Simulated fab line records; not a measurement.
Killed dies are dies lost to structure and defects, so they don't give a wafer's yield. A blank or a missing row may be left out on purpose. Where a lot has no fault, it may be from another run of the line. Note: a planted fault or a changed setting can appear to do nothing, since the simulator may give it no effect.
Lot-split experiment | flow n5 finfet | on a route of 1938 steps: 4 lots, 21 wafers read

== ON THE SPLIT ==
At N5_BEOL_M13_SPUTTER_44 (material Ta, target thk 10 nm, time 16.13 s), the setting power w was moved away from the recipe's 15000 W on 9 of the 21 wafers read, by -11.3% to +9.9%. The other wafers ran this setting at the recipe's value.

The reading is taken at the split's own step.

== THE READING ==
Ta_of_BEOL_M13_SPUTTER_44.thk nm (the simulator's own value, which no gauge read), in nm, at N5_BEOL_M13_SPUTTER_44 (material Ta, target thk 10 nm, time 16.13 s). The file gives no usual value for it. Here, 12 wafers ran the recipe; their average is 10.0 nm with a standard deviation of 0.16 nm.

wafer  | tool, chamber at the split | power w as run, W | against the recipe | Ta_of_BEOL_M13_SPUTTER_44.thk nm, nm | against lot-mates on the recipe
L081.4 | pvd sputter-02, -          | 15000             | recipe             | 9.8                                  | -
L081.5 | pvd sputter-02, -          | 15000             | recipe             | 10                                   | -
L081.6 | pvd sputter-02, -          | 15000             | recipe             | 10.2                                 | -
L079.1 | pvd sputter-01, -          | 15000             | recipe             | 10                                   | -
L079.2 | pvd sputter-01, -          | 15000             | recipe             | 10                                   | -
L079.3 | pvd sputter-01, -          | 15000             | recipe             | 9.8                                  | -
L079.4 | pvd sputter-01, -          | 16480             | +9.9%              | 10.6                                 | +0.7
L079.5 | pvd sputter-01, -          | 16480             | +9.9%              | 10.6                                 | +0.7
L079.6 | pvd sputter-01, -          | 16480             | +9.9%              | 11                                   | +1.1
L089.1 | pvd sputter-01, -          | 13310             | -11.3%             | 8.8                                  | -1.3
L089.2 | pvd sputter-01, -          | 15000             | recipe             | 10.2                                 | -
L089.4 | pvd sputter-01, -          | 15000             | recipe             | 10.2                                 | -
L089.3 | pvd sputter-01, -          | 15000             | recipe             | 9.8                                  | -
L089.5 | pvd sputter-01, -          | 13310             | -11.3%             | 9                                    | -1.1
L089.6 | pvd sputter-01, -          | 13310             | -11.3%             | 9                                    | -1.1
L087.1 | pvd sputter-01, -          | 15000             | recipe             | 10                                   | -
L087.2 | pvd sputter-01, -          | 15700             | +4.7%              | 10.8                                 | +0.7
L087.3 | pvd sputter-01, -          | 15000             | recipe             | 10.2                                 | -
L087.5 | pvd sputter-01, -          | 15000             | recipe             | 10.2                                 | -
L087.4 | pvd sputter-01, -          | 15700             | +4.7%              | 10.2                                 | +0.1
L087.6 | pvd sputter-01, -          | 15700             | +4.7%              | 10.6                                 | +0.5

FIT RESULTS
A straight line over all 21 wafers: Ta_of_BEOL_M13_SPUTTER_44.thk nm changes by +0.0883 nm for each +1% of power w; r = +0.94; the points scatter about the line by 0.2 nm.
The same after taking each lot's own level away (the mean of its wafers on the recipe; 21 wafers): +0.092 nm for each +1%; r = +0.95; scatter 0.18 nm.
That fit puts the effect of the largest move of power w on the reading at 1 nm.
The span of the lots' own levels, 9.93 to 10.13 nm, comes to 1.3 times the standard deviation stated above.
Hence the lot-to-lot level has little effect on the slope; both slopes agree.
Check: with one of the wafers moved furthest among these (-11.3%) left out of the fit, the line predicts -1.01 nm for it against its lot-mates. It came out at -1.27 nm against them.

== THE OTHER SPLITS THESE WAFERS WENT THROUGH ==
Before the reading, these wafers also passed through other splits. Each is held against what the fit with the lots' levels taken away leaves over:
other split on the same wafers | wafers away from the commonest value | r with Ta_of_BEOL_M13_SPUTTER_44.thk nm (lot level and that fit taken away)
N5_BEOL_M9_COAT_60 spin rpm    | 6                                    | -0.01
N5_BEOL_M10_DEP_56 time s      | 6                                    | +0.35
N5_BEOL_M11_COAT_05 spin rpm   | 6                                    | +0.09
N5_BEOL_M12_COAT_04 spin rpm   | 6                                    | +0.07
N5_BEOL_M12_PEB_08 peb time s  | 9                                    | +0.17
N5_BEOL_M13_SPUTTER_43 time s  | 9                                    | -0.07

== FILE'S OWN FIT ==
Ta_of_BEOL_M13_SPUTTER_44.thk nm changes by +0.0916 nm for each +1% of power w, r = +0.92.
